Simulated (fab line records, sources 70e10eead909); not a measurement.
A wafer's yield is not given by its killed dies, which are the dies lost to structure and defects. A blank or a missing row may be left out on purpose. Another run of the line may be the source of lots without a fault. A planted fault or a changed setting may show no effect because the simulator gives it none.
Matching of chambers || flow nandHarc || cmp-03 running NHARC_A_SGD_CUT_CMP_21: 4 sister chambers
The step polishes, target thk 148.19 nm. 20 wafers are shown with their chamber, then 10 later ones without.

## WAFERS WITH THEIR CHAMBER
{"wafer": "L075.2", "chamber": 2, "motorCurrentA (A)": 14.7, "timeToEndpointS (s)": 50.7, "slurryFilterDpKPa (kPa)": 13.49}
{"wafer": "L075.3", "chamber": 3, "motorCurrentA (A)": 12.6, "timeToEndpointS (s)": 50.8, "slurryFilterDpKPa (kPa)": 13.64}
{"wafer": "L075.6", "chamber": 1, "motorCurrentA (A)": 12.1, "timeToEndpointS (s)": 55.9, "slurryFilterDpKPa (kPa)": 13.46}
{"wafer": "L076.1", "chamber": 0, "motorCurrentA (A)": 13.6, "timeToEndpointS (s)": 49.9, "slurryFilterDpKPa (kPa)": 13.63}
{"wafer": "L076.4", "chamber": 2, "motorCurrentA (A)": 14.4, "timeToEndpointS (s)": 50.1, "slurryFilterDpKPa (kPa)": 13.58}
{"wafer": "L076.5", "chamber": 2, "motorCurrentA (A)": 14.2, "timeToEndpointS (s)": 49.1, "slurryFilterDpKPa (kPa)": 13.38}
{"wafer": "L079.1", "chamber": 3, "motorCurrentA (A)": 12.2, "timeToEndpointS (s)": 52.2, "slurryFilterDpKPa (kPa)": 13.51}
{"wafer": "L079.4", "chamber": 1, "motorCurrentA (A)": 12.2, "timeToEndpointS (s)": 56.0, "slurryFilterDpKPa (kPa)": 13.67}
{"wafer": "L079.6", "chamber": 3, "motorCurrentA (A)": 12.8, "timeToEndpointS (s)": 54.7, "slurryFilterDpKPa (kPa)": 13.59}
{"wafer": "L084.3", "chamber": 1, "motorCurrentA (A)": 12.2, "timeToEndpointS (s)": 51.9, "slurryFilterDpKPa (kPa)": 13.30}
{"wafer": "L084.5", "chamber": 2, "motorCurrentA (A)": 13.9, "timeToEndpointS (s)": 48.0, "slurryFilterDpKPa (kPa)": 13.61}
{"wafer": "L084.6", "chamber": 1, "motorCurrentA (A)": 12.6, "timeToEndpointS (s)": 56.0, "slurryFilterDpKPa (kPa)": 13.41}
{"wafer": "L083.1", "chamber": 1, "motorCurrentA (A)": 12.3, "timeToEndpointS (s)": 56.0, "slurryFilterDpKPa (kPa)": 13.22}
{"wafer": "L083.3", "chamber": 2, "motorCurrentA (A)": 14.6, "timeToEndpointS (s)": 52.5, "slurryFilterDpKPa (kPa)": 13.64}
{"wafer": "L083.6", "chamber": 1, "motorCurrentA (A)": 13.0, "timeToEndpointS (s)": 55.2, "slurryFilterDpKPa (kPa)": 13.67}
{"wafer": "L087.1", "chamber": 2, "motorCurrentA (A)": 12.9, "timeToEndpointS (s)": 46.5, "slurryFilterDpKPa (kPa)": 13.61}
{"wafer": "L087.2", "chamber": 3, "motorCurrentA (A)": 12.4, "timeToEndpointS (s)": 51.8, "slurryFilterDpKPa (kPa)": 13.46}
{"wafer": "L087.6", "chamber": 2, "motorCurrentA (A)": 14.4, "timeToEndpointS (s)": 48.5, "slurryFilterDpKPa (kPa)": 13.57}
{"wafer": "L089.1", "chamber": 1, "motorCurrentA (A)": 12.5, "timeToEndpointS (s)": 55.5, "slurryFilterDpKPa (kPa)": 13.61}
{"wafer": "L089.2", "chamber": 0, "motorCurrentA (A)": 13.5, "timeToEndpointS (s)": 48.9, "slurryFilterDpKPa (kPa)": 13.52}

SIGNATURES (averages over the wafers above)
{"reading": "motorCurrentA", "chamber 0": 13.550, "chamber 1": 12.414, "chamber 2": 14.157, "chamber 3": 12.500, "scatter within a chamber": 0.437}
{"reading": "timeToEndpointS", "chamber 0": 49.400, "chamber 1": 55.214, "chamber 2": 49.343, "chamber 3": 52.375, "scatter within a chamber": 1.68}
{"reading": "slurryFilterDpKPa", "chamber 0": 13.5750, "chamber 1": 13.4771, "chamber 2": 13.5543, "chamber 3": 13.5500, "scatter within a chamber": 0.13}
Rule: for each reading, subtract the chamber's mean from the wafer's reading, divide by that reading's scatter and square the result; add these up over the readings and take the root, which gives the wafer's distance from the chamber. The wafer belongs to the nearest chamber; if the next one is less than 2 further off, it can't be placed. The scatter: take each reading less its chamber's mean, square it, sum over the shown wafers, divide by the number of wafers less the number of chambers, and take the root.

## WAFERS WITHOUT THEIR CHAMBER
{"wafer": "L089.5", "motorCurrentA (A)": 14.5, "timeToEndpointS (s)": 49.5, "slurryFilterDpKPa (kPa)": 13.44}
{"wafer": "L088.1", "motorCurrentA (A)": 12.1, "timeToEndpointS (s)": 51.3, "slurryFilterDpKPa (kPa)": 13.73}
{"wafer": "L088.3", "motorCurrentA (A)": 12.4, "timeToEndpointS (s)": 51.5, "slurryFilterDpKPa (kPa)": 13.25}
{"wafer": "L088.5", "motorCurrentA (A)": 12.8, "timeToEndpointS (s)": 47.0, "slurryFilterDpKPa (kPa)": 13.49}
{"wafer": "L091.1", "motorCurrentA (A)": 13.4, "timeToEndpointS (s)": 46.5, "slurryFilterDpKPa (kPa)": 13.52}
{"wafer": "L091.3", "motorCurrentA (A)": 12.2, "timeToEndpointS (s)": 51.4, "slurryFilterDpKPa (kPa)": 13.44}
{"wafer": "L091.4", "motorCurrentA (A)": 12.8, "timeToEndpointS (s)": 50.7, "slurryFilterDpKPa (kPa)": 13.44}
{"wafer": "L096.2", "motorCurrentA (A)": 13.0, "timeToEndpointS (s)": 58.1, "slurryFilterDpKPa (kPa)": 13.44}
{"wafer": "L096.4", "motorCurrentA (A)": 12.3, "timeToEndpointS (s)": 52.6, "slurryFilterDpKPa (kPa)": 13.50}
{"wafer": "L096.5", "motorCurrentA (A)": 14.6, "timeToEndpointS (s)": 51.3, "slurryFilterDpKPa (kPa)": 13.58}

## WHICH CHAMBER EACH WENT THROUGH
{"wafer": "L089.5", "from the rows above": "can't be placed: 2 or 0", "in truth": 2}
{"wafer": "L088.1", "from the rows above": "can't be placed: 3 or 1 or 0", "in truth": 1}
{"wafer": "L088.3", "from the rows above": "can't be placed: 3 or 1 or 0", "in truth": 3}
{"wafer": "L088.5", "from the rows above": "can't be placed: 0 or 3 or 2", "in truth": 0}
{"wafer": "L091.1", "from the rows above": "can't be placed: 0 or 2", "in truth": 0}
{"wafer": "L091.3", "from the rows above": "can't be placed: 3 or 1", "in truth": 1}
{"wafer": "L091.4", "from the rows above": "can't be placed: 3 or 0 or 1 or 2", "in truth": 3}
{"wafer": "L096.2", "from the rows above": "can't be placed: 1 or 3", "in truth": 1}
{"wafer": "L096.4", "from the rows above": "can't be placed: 3 or 1", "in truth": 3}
{"wafer": "L096.5", "from the rows above": "can't be placed: 2 or 0", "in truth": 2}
0 of 10 placed correctly. Can't be placed from these rows: 10 (the true chamber is among the candidates in 10). Number placed wrongly: 0.
